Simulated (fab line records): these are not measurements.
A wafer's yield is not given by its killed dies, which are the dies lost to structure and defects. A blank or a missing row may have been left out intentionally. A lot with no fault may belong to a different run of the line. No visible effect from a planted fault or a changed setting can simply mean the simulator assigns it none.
Which tool was responsible? | flow n5_finfet | Sampling: 10 lots, 30 wafers, 5 of 1938 route steps

## WHAT THE GAUGES SHOWED, per wafer
The record lacks any reading of a measuring or inspecting step that a usual standard deviation could be used to judge.

## WHICH TOOL RAN EACH LOT (tool, then ch and the chambers of the sampled wafers, then the start)
lot  | N5_BEOL_M12_PRE_CLEAN_42     | N5_PASSIVATION_STRIP_14            | N5_PASSIVATION_DESCUM_32           | N5_PASSIVATION_PASS_ETCH_47        | N5_PASSIVATION_PROBE_49
L149 | pvd_sputter-03, day 12 07:32 | rie_diel-03 ch 0,2,3, day 13 16:36 | rie_diel-02 ch 1,3, day 13 18:32   | rie_diel-05 ch 2,3, day 13 20:43   | prober-02, day 13 23:47
L151 | pvd_sputter-03, day 12 16:10 | rie_diel-03 ch 1,2, day 14 05:05   | rie_diel-05 ch 2,3, day 14 06:33   | rie_diel-05 ch 1,2,3, day 14 08:20 | prober-02, day 14 11:25
L150 | pvd_sputter-01, day 13 00:19 | rie_diel-06 ch 0,3, day 14 18:50   | rie_diel-05 ch 0,1, day 14 20:40   | rie_diel-02 ch 3, day 15 08:19     | prober-01, day 15 11:40
L153 | pvd_sputter-01, day 13 07:41 | rie_diel-01 ch 0,2,3, day 14 23:50 | rie_diel-05 ch 0,1,2, day 15 12:16 | rie_diel-04 ch 0,1,2, day 15 17:01 | prober-02, day 15 20:01
L155 | pvd_sputter-02, day 13 16:37 | rie_diel-03 ch 0,3, day 15 00:01   | rie_diel-02 ch 0,2,3, day 15 12:45 | rie_diel-05 ch 0,2,3, day 15 17:46 | prober-01, day 15 20:53
L160 | pvd_sputter-03, day 14 18:59 | rie_diel-03 ch 1,2, day 16 10:16   | rie_diel-02 ch 1,2,3, day 16 11:32 | rie_diel-04 ch 1,2,3, day 16 13:25 | prober-02, day 16 17:06
L161 | pvd_sputter-03, day 15 19:40 | rie_diel-03 ch 1,2,3, day 16 22:30 | rie_diel-05 ch 0,1,3, day 16 23:42 | rie_diel-02 ch 0,2,3, day 17 01:56 | prober-01, day 17 05:10
L164 | pvd_sputter-03, day 16 10:41 | rie_diel-01 ch 0,2, day 17 21:44   | rie_diel-05 ch 0,1,3, day 17 23:03 | rie_diel-05 ch 1,3, day 18 01:04   | prober-01, day 18 04:11
L167 | pvd_sputter-01, day 16 11:05 | rie_diel-06 ch 2,3, day 18 03:35   | rie_diel-02 ch 0,2, day 18 05:17   | rie_diel-02 ch 0,1, day 18 07:33   | prober-01, day 18 10:40
L168 | pvd_sputter-01, day 17 16:44 | rie_diel-01 ch 1,2,3, day 19 00:03 | rie_diel-04 ch 0,3, day 19 01:32   | rie_diel-04 ch 1,2,3, day 19 03:28 | prober-02, day 19 06:32
- N5_BEOL_M12_PRE_CLEAN_42: time 30 s.
- N5_PASSIVATION_STRIP_14: strips in O2.
- N5_PASSIVATION_DESCUM_32: chemistry O2, time 7.9 s.
- N5_PASSIVATION_PASS_ETCH_47: etches SiNx in CF4/O2, target depth 770 nm, time 385 s.
- N5_PASSIVATION_PROBE_49

## WHAT THE TOOLS THEMSELVES READ (means of the sampled wafers that have a number; where no wafer has one, the mark that the record gives instead)
N5_BEOL_M12_PRE_CLEAN_42. Usual: 341 W for heater_power_w, sd 36.
lot  | tool           | heater_power_w (W) | flag
L149 | pvd_sputter-03 | 347                |
L151 | pvd_sputter-03 | 374                |
L150 | pvd_sputter-01 | 297                |
L153 | pvd_sputter-01 | 319                |
L155 | pvd_sputter-02 | 341                |
L160 | pvd_sputter-03 | 356                |
L161 | pvd_sputter-03 | 353                |
L164 | pvd_sputter-03 | 324                |
L167 | pvd_sputter-01 | 317                |
L168 | pvd_sputter-01 | 340                |

N5_PASSIVATION_STRIP_14. Usual: drypump_motor_current_A 5.8 A, standard deviation 0.48; o2_flow_sccm 225.1 sccm, standard deviation 0.67; oes_product_au 0.76 a.u., standard deviation 0.075; rf_vpp_V 3.6 V, standard deviation 0.92; showerhead_plenum_p_Torr 2.10 Torr, standard deviation 0.066; throttle_valve_pct 16.75 %, standard deviation 0.25.
lot  | tool        | drypump_motor_current_A (A) | o2_flow_sccm (sccm) | oes_product_au (a.u.) | rf_vpp_V (V) | showerhead_plenum_p_Torr (Torr) | throttle_valve_pct (%) | flag
L149 | rie_diel-03 | 5.1                         | 224.8               | 0.78                  | 3.0          | 2.09                            | 16.69                  |
L151 | rie_diel-03 | 5.0                         | 224.9               | 0.78                  | 3.0          | 2.06                            | 16.89                  |
L150 | rie_diel-06 | 6.2                         | 225.7               | 0.76                  | 3.9          | 2.11                            | 16.56                  |
L153 | rie_diel-01 | 6.0                         | 225.1               | 0.74                  | 4.4          | 2.11                            | 16.81                  |
L155 | rie_diel-03 | 5.2                         | 225.3               | 0.82                  | 3.7          | 2.09                            | 16.63                  |
L160 | rie_diel-03 | 5.1                         | 224.8               | 0.76                  | 4.2          | 2.08                            | 16.86                  |
L161 | rie_diel-03 | 4.9                         | 225.6               | 0.74                  | 3.1          | 2.05                            | 16.85                  |
L164 | rie_diel-01 | 5.9                         | 225.2               | 0.71                  | 3.3          | 2.16                            | 16.99                  |
L167 | rie_diel-06 | 6.0                         | 225.3               | 0.69                  | 3.4          | 2.11                            | 16.77                  |
L168 | rie_diel-01 | 6.0                         | 225.0               | 0.80                  | 4.0          | 2.15                            | 16.66                  |

N5_PASSIVATION_DESCUM_32. Usual: bias_power_w is 20.00 W with standard deviation 0.059, drypump_motor_current_A is 5.8 A with standard deviation 0.45, o2_flow_sccm is 224.9 sccm with standard deviation 0.63, oes_product_au is 0.85 a.u. with standard deviation 0.094, rf_vpp_V is 243.6 V with standard deviation 1.3, showerhead_plenum_p_Torr is 2.13 Torr with standard deviation 0.08, and throttle_valve_pct is 20.33 % with standard deviation 0.26.
lot  | tool        | bias_power_w (W) | drypump_motor_current_A (A) | o2_flow_sccm (sccm) | oes_product_au (a.u.) | rf_vpp_V (V) | showerhead_plenum_p_Torr (Torr) | throttle_valve_pct (%) | flag
L149 | rie_diel-02 | 20.05            | 5.5                         | 224.6               | 0.79                  | 243.7        | 2.11                            | 20.45                  |
L151 | rie_diel-05 | 19.98            | 5.9                         | 225.1               | 0.71                  | 243.3        | 2.10                            | 20.52                  |
L150 | rie_diel-05 | 20.05            | 6.2                         | 224.5               | 0.92                  | 243.7        | 2.16                            | 20.38                  |
L153 | rie_diel-05 | 20.00            | 5.9                         | 224.7               | 0.97                  | 244.5        | 2.15                            | 20.30                  |
L155 | rie_diel-02 | 20.00            | 5.7                         | 225.5               | 0.86                  | 243.2        | 2.15                            | 20.23                  |
L160 | rie_diel-02 | 20.04            | 5.7                         | 224.6               | 0.87                  | 243.1        | 2.12                            | 20.27                  |
L161 | rie_diel-05 | 19.95            | 6.1                         | 225.0               | 0.83                  | 243.2        | 2.10                            | 20.48                  |
L164 | rie_diel-05 | 19.95            | 6.1                         | 224.7               | 0.82                  | 242.9        | 2.10                            | 20.50                  |
L167 | rie_diel-02 | 19.99            | 6.0                         | 224.8               | 0.80                  | 244.8        | 2.21                            | 20.34                  |
L168 | rie_diel-04 | 20.07            | 5.6                         | 224.1               | 0.77                  | 242.7        | 2.05                            | 20.40                  |

N5_PASSIVATION_PASS_ETCH_47. Usual: drypump_motor_current_A 5.8 A, standard deviation 0.45; oes_f_703_au 0.84 a.u., standard deviation 0.082; oes_product_au 0.85 a.u., standard deviation 0.086; rf_vpp_V 244 V, standard deviation 3.8; showerhead_plenum_p_Torr 2.24 Torr, standard deviation 0.072; throttle_valve_pct 15.74 %, standard deviation 0.23.
lot  | tool        | drypump_motor_current_A (A) | oes_f_703_au (a.u.) | oes_product_au (a.u.) | rf_vpp_V (V) | showerhead_plenum_p_Torr (Torr) | throttle_valve_pct (%) | flag
L149 | rie_diel-05 | 5.7                         | 0.71                | 0.71                  | 242          | 2.24                            | 15.92                  |
L151 | rie_diel-05 | 6.0                         | 0.76                | 0.77                  | 242          | 2.26                            | 15.89                  |
L150 | rie_diel-02 | 4.9                         | 0.91                | 0.92                  | 249          | 2.16                            | 15.57                  |
L153 | rie_diel-04 | 5.7                         | 0.77                | 0.79                  | 238          | 2.16                            | 15.84                  |
L155 | rie_diel-05 | 5.7                         | 0.87                | 0.88                  | 243          | 2.20                            | 15.77                  |
L160 | rie_diel-04 | 5.7                         | 0.92                | 0.93                  | 242          | 2.28                            | 15.78                  |
L161 | rie_diel-02 | 5.7                         | 0.82                | 0.82                  | 248          | 2.26                            | 15.69                  |
L164 | rie_diel-05 | 6.4                         | 0.78                | 0.80                  | 244          | 2.28                            | 15.91                  |
L167 | rie_diel-02 | 5.8                         | 0.82                | 0.85                  | 245          | 2.29                            | 15.60                  |
L168 | rie_diel-04 | 5.7                         | 0.86                | 0.87                  | 241          | 2.28                            | 15.81                  |

N5_PASSIVATION_PROBE_49. Usual: defect_limited_yield 91.6 %, standard deviation 1.4; killed_at_M0_to_M3 35, standard deviation 10; killed_at_M4_up 13, standard deviation 4.8; killed_at_contacts 12, standard deviation 7.2; killed_at_front_end 36, standard deviation 12; killed_at_other 4, standard deviation 3.1; killed_dies 100, standard deviation 17; killed_open 66, standard deviation 13; killed_short 32, standard deviation 7.3; sort_bin_4_leakage 0.00 %, standard deviation 0.0099; sort_bin_5_function 5.0 %, standard deviation 0.94; sort_bin_6_memory 3.1 %, standard deviation 0.67; sort_n_pass 1080, standard deviation 17; sort_yield_pct 91.6 %, standard deviation 1.4.
lot  | tool      | defect_limited_yield (%) | killed_at_M0_to_M3 | killed_at_M4_up | killed_at_contacts | killed_at_front_end | killed_at_other | killed_dies | killed_open | killed_short | sort_bin_4_leakage (%) | sort_bin_5_function (%) | sort_bin_6_memory (%) | sort_n_pass | sort_yield_pct (%) | flag
L149 | prober-02 | 90.6                     | 50                 | 14              | 14                 | 30                  | 2               | 110         | 67          | 42           | 0.03                   | 5.4                     | 3.6                   | 1069        | 90.6               | OFF
L151 | prober-02 | 90.2                     | 50                 | 11              | 11                 | 41                  | 2               | 115         | 80          | 34           | 0.00                   | 6.2                     | 3.2                   | 1065        | 90.2               |
L150 | prober-01 | 91.9                     | 38                 | 11              | 8                  | 36                  | 3               | 96          | 63          | 32           | 0.00                   | 5.0                     | 2.9                   | 1084        | 91.9               |
L153 | prober-02 | 91.3                     | 37                 | 10              | 25                 | 24                  | 6               | 103         | 63          | 39           | 0.00                   | 5.0                     | 3.3                   | 1077        | 91.3               |
L155 | prober-01 | 91.0                     | 28                 | 15              | 15                 | 45                  | 3               | 106         | 76          | 30           | 0.00                   | 5.5                     | 3.2                   | 1074        | 91.0               |
L160 | prober-02 | 91.9                     | 43                 | 13              | 5                  | 31                  | 4               | 95          | 61          | 34           | 0.00                   | 4.8                     | 3.0                   | 1085        | 91.9               |
L161 | prober-01 | 85.1                     | 34                 | 96              | 9                  | 30                  | 6               | 175         | 60          | 32           | 0.00                   | 9.6                     | 3.9                   | 1005        | 85.1               | OFF
L164 | prober-01 | 88.0                     | 28                 | 70              | 11                 | 31                  | 2               | 142         | 50          | 30           | 0.00                   | 7.4                     | 3.6                   | 1038        | 88.0               | OFF
L167 | prober-01 | 92.3                     | 34                 | 15              | 6                  | 34                  | 2               | 91          | 61          | 30           | 0.00                   | 4.5                     | 2.9                   | 1089        | 92.3               |
L168 | prober-02 | 93.6                     | 32                 | 9               | 7                  | 25                  | 2               | 75          | 50          | 26           | 0.00                   | 3.3                     | 2.7                   | 1105        | 93.6               |

## THE ANSWER, worked out from the rows above alone
Rule: take the mean of a lot's wafers that have a number; if it is more than 3 standard deviations from the usual mean, the lot is off. Also off: a lot with no number at a reading for which 4 or more lots have one. The other lots that the step has rows for count as sound. The gauges are gone through in route order, then the tools' own readings, and for those a lot's mean is taken as printed above. The first step at which some lot is off is used, and at that step the reading that is off furthest; a lot without a number counts as furthest.
Off at N5_PASSIVATION_PROBE_49 (killed_at_M4_up): L161, L164.
If a tool, at that step or one of the process steps before it, ran each lot that is off and ran no sound lot following the first of them, it fits. This does not decide it: 2 tools fit, namely pvd_sputter-03 at N5_BEOL_M12_PRE_CLEAN_42 and rie_diel-05 at N5_PASSIVATION_DESCUM_32.

## WHAT THE SIMULATOR HAD INSERTED
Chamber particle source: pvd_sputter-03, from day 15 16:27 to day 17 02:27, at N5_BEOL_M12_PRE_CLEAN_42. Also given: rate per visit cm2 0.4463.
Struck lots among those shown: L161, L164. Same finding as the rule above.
